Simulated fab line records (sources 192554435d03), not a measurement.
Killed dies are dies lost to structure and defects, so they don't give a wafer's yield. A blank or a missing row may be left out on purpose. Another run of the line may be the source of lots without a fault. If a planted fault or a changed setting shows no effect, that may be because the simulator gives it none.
Which tool was responsible? ; flow n5_finfet ; Sampling: 8 lots, 24 wafers, 7 of 1938 route steps

## WHAT THE GAUGES SHOWED, per wafer
N5_SDB_INSPECT_36: inspects for defects (darkfield).
lot;measured;on;raw_defect_count
L150;day 4 07:02;defect_inspect-02;58 57 63
L152;day 4 15:38;defect_inspect-01;41 74 52
L155;day 5 10:19;defect_inspect-01;26 24 23
L160;day 6 19:23;defect_inspect-02;25 17 23
L161;day 6 23:13;defect_inspect-01;635 648 672
L162;day 7 03:52;defect_inspect-01;583 587 580
L167;day 8 13:00;defect_inspect-01;20 48 31
L171;day 9 11:16;defect_inspect-02;40 19 40

N5_DUMMY_REMOVAL_INSPECT_06: inspects for defects (brightfield).
lot;measured;on;raw_defect_count
L150;day 4 07:24;defect_inspect-01;18 3 7
L152;day 4 15:52;defect_inspect-01;10 11 9
L155;day 5 10:37;defect_inspect-01;14 10 8
L160;day 6 19:40;defect_inspect-01;11 13 14
L161;day 6 23:35;defect_inspect-01;605 598 627
L162;day 7 04:08;defect_inspect-01;580 554 567
L167;day 8 13:14;defect_inspect-02;10 10 11
L171;day 9 11:38;defect_inspect-02;17 12 15

N5_BEOL_M4_RC_MEAS_101.
lot;measured;on;DIBL_N (mV/V);DIBL_P (mV/V);IOFF_N (nA/um);IOFF_P (nA/um);ION_N (uA/um);ION_P (uA/um);SS_N (mV/dec);SS_P (mV/dec);VT_N (mV);VT_P (mV)
L150;day 8 11:33;prober-02;33.6 36.4 35.8;34.1 37.0 36.4;0.14 0.18 0.17;0.21 0.25 0.24;673 679 676;467 468 467;71.1 72.3 71.8;73.2 73.4 73.1;248 250 249;-248 -249 -246
L152;day 8 13:29;prober-01;35.7 33.6 36.1;36.1 33.4 36.5;0.15 0.11 0.14;0.18 0.14 0.18;682 681 677;467 462 463;71.0 71.0 71.5;73.3 72.8 73.3;251 255 253;-251 -257 -253
L155;day 9 10:17;prober-01;37.3 36.6 37.0;38.4 36.7 37.8;0.18 0.17 0.17;0.24 0.22 0.24;680 688 676;466 459 465;72.3 71.7 72.3;72.8 72.8 73.0;247 250 249;-251 -253 -248
L160;day 10 09:15;prober-01;35.8 35.6 34.2;36.3 34.7 33.9;0.16 0.15 0.13;0.20 0.17 0.17;684 666 657;464 450 448;71.3 71.1 71.1;72.9 72.7 72.1;249 249 251;-251 -253 -253
L161;day 10 15:11;prober-02;37.2 37.7 35.5;37.8 39.0 36.4;0.19 0.19 0.16;0.25 0.27 0.23;685 675 683;472 466 475;72.0 72.6 71.1;72.9 73.8 73.1;246 246 249;-244 -247 -248
L162;day 11 10:59;prober-02;38.8 36.4 38.9;39.3 34.7 38.0;0.21 0.15 0.21;0.25 0.17 0.22;672 665 676;458 448 453;71.6 71.3 72.8;74.9 72.5 74.5;245 253 248;-249 -253 -250
L167;day 12 06:17;prober-02;37.0 38.2 37.9;38.3 39.1 38.9;0.22 0.23 0.24;0.22 0.23 0.23;705 686 683;462 456 458;72.0 72.5 72.2;73.2 73.7 73.6;243 244 240;-251 -248 -250
L171;day 13 10:11;prober-02;36.2 37.3 37.5;35.1 36.3 37.0;0.14 0.16 0.16;0.17 0.18 0.20;662 677 673;447 458 458;71.2 72.1 71.5;73.8 73.9 74.2;253 249 247;-251 -254 -253

## WHAT TOOL EACH LOT RAN ON (gives the tool, then ch and the chambers of the sampled wafers, and finally the start)
lot;N5_ILD0_CMP_12;N5_SDB_CMP_30;N5_DUMMY_REMOVAL_HM_STRIP_01;N5_DUMMY_REMOVAL_STRIP_10
L150;cmp-01 ch 0,1, day 4 02:22;cmp-01 ch 1,3, day 4 06:45;rie_diel-02 ch 0,2, day 4 07:13;rie_diel-02 ch 0,2, day 4 07:14
L152;cmp-03 ch 0,1,3, day 4 11:07;cmp-03 ch 0,1,2, day 4 15:23;rie_diel-05 ch 0,2, day 4 15:40;rie_diel-05 ch 0,2, day 4 15:41
L155;cmp-01 ch 0,1,2, day 5 05:38;cmp-01 ch 0,2,3, day 5 10:00;rie_diel-04 ch 1,2, day 5 10:22;rie_diel-04 ch 1,2, day 5 10:24
L160;cmp-03 ch 1,3, day 6 14:44;cmp-03 ch 0,1, day 6 19:04;rie_diel-02 ch 0,2,3, day 6 19:28;rie_diel-02 ch 0,2,3, day 6 19:30
L161;cmp-02 ch 0,1,2, day 6 18:36;cmp-01 ch 1,3, day 6 22:53;rie_diel-02 ch 0,2, day 6 23:24;rie_diel-02 ch 0,2, day 6 23:26
L162;cmp-01 ch 0,1, day 6 23:07;cmp-01 ch 0,1, day 7 03:32;rie_diel-05 ch 0,2,3, day 7 03:54;rie_diel-05 ch 0,2,3, day 7 03:56
L167;cmp-02 ch 1,2, day 8 07:44;cmp-04 ch 0,3, day 8 12:41;rie_diel-04 ch 0,1, day 8 13:02;rie_diel-04 ch 0,1, day 8 13:04
L171;cmp-02 ch 0,2,3, day 9 05:52;cmp-04 ch 1,2,3, day 9 10:59;rie_diel-05 ch 1,2, day 9 11:25;rie_diel-05 ch 1,2, day 9 11:27
- N5_ILD0_CMP_12: polishes SiNx, stops on poly-Si, t overpolish 6 s, target thk 17.67 nm.
- N5_SDB_CMP_30: polishes, stops on poly-Si, t overpolish 1.54 s, target thk 30 nm.
- N5_DUMMY_REMOVAL_HM_STRIP_01: strips SiNx in CH3F/O2, stops on poly-Si, target depth 4 nm, time 6.8 s.
- N5_DUMMY_REMOVAL_STRIP_10: strips in N2/H2, time 40 s.

## WHAT THE TOOLS THEMSELVES READ (means of the sampled wafers that have a number; where no wafer has one, the mark that the record gives instead)
N5_ILD0_CMP_12.
lot;tool;motor_current_A (A);overpolish_run_s (s);slurry_filter_dp_kPa (kPa);time_to_endpoint_s (s)
L150;cmp-01;8.3;5.998;13.42;31
L152;cmp-03;8.7;5.995;13.50;25
L155;cmp-01;9.1;5.999;13.39;31
L160;cmp-03;8.4;6.005;13.47;27
L161;cmp-02;8.8;6.003;13.48;30
L162;cmp-01;8.0;5.999;13.51;32
L167;cmp-02;9.0;6.004;13.56;31
L171;cmp-02;8.9;6.002;13.62;31

N5_SDB_CMP_30.
lot;tool;motor_current_A (A);overpolish_run_s (s);slurry_filter_dp_kPa (kPa);time_to_endpoint_s (s)
L150;cmp-01;12.1;1.534;13.42;21
L152;cmp-03;12.3;1.536;13.43;17
L155;cmp-01;14.1;1.540;13.58;17
L160;cmp-03;11.7;1.537;13.61;16
L161;cmp-01;12.9;1.541;13.42;18
L162;cmp-01;11.8;1.544;13.36;18
L167;cmp-04;11.8;1.538;13.45;20
L171;cmp-04;13.0;1.547;13.42;18

N5_DUMMY_REMOVAL_HM_STRIP_01.
lot;tool;CH3F_flow_sccm (sccm);drypump_motor_current_A (A);oes_product_au (a.u.);rf_vpp_V (V);showerhead_plenum_p_Torr (Torr);throttle_valve_pct (%)
L150;rie_diel-02;29.99;6.0;0.62;127.5;2.02;16.45
L152;rie_diel-05;30.03;5.6;0.64;128.4;2.06;16.25
L155;rie_diel-04;30.02;5.9;0.66;126.6;2.03;16.50
L160;rie_diel-02;30.04;6.0;0.60;127.8;2.02;16.39
L161;rie_diel-02;30.10;6.0;0.60;126.7;2.02;16.51
L162;rie_diel-05;30.05;5.8;0.64;127.0;2.01;16.29
L167;rie_diel-04;30.06;5.2;0.67;127.9;2.00;16.37
L171;rie_diel-05;29.89;6.0;0.57;127.8;2.06;16.33

N5_DUMMY_REMOVAL_STRIP_10.
lot;tool;drypump_motor_current_A (A);oes_product_au (a.u.);rf_vpp_V (V);showerhead_plenum_p_Torr (Torr);temp_c (C);throttle_valve_pct (%)
L150;rie_diel-02;6.0;0.76;45.0;3.41;40.11;12.37
L152;rie_diel-05;5.6;0.78;46.2;3.49;40.00;12.16
L155;rie_diel-04;5.9;0.82;46.2;3.40;39.94;12.22
L160;rie_diel-02;6.0;0.74;44.5;3.40;39.90;12.34
L161;rie_diel-02;6.0;0.74;45.3;3.40;39.99;12.42
L162;rie_diel-05;5.8;0.78;45.6;3.39;40.10;12.13
L167;rie_diel-04;5.2;0.83;44.6;3.37;39.95;12.14
L171;rie_diel-05;6.0;0.69;45.2;3.49;39.79;12.30

## THE ANSWER, worked out from the rows above alone
Rule: the lots themselves supply what counts as usual. The widest of any qualifying gaps counts: lots, ordered by their means at a reading, are off when they make up no more than a third of the lots, leave a main group of 4 or more, and stand apart from it by 3 or more times the standard deviation of that group's means. If all means in a main group match to the digits the tables above print for the reading, that group is not used. A lot without any number at a reading at which 4 lots or more have one is off too. All remaining lots with rows at the step are treated as sound. Order of review: gauges by route order, followed by the tools' own readings, for which a lot's mean as printed above is used. At the first step where some lot is off, the reading lying furthest off is the one used; lots without a number count as furthest.
Off: L161, L162, at N5_SDB_INSPECT_36 (raw_defect_count). Main group: mean 38, sd 15.
If a tool, at a process step before that reading, ran all the lots that are off and no sound lot after the first of them, it fits. The gauges at N5_SDB_INSPECT_36 are tried like those tools. One fits: N5_SDB_CMP_30 on cmp-01. A fault onset in the window from L155 (day 5 10:00, its last sound lot) to L161 (day 6 22:53, its first lot off) fits.

## WHAT THE SIMULATOR HAD INSERTED
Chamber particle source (cmp-01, N5_SDB_CMP_30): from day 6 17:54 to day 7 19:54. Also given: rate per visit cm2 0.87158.
Shown lots that were struck: L161, L162. The rule above found the same.
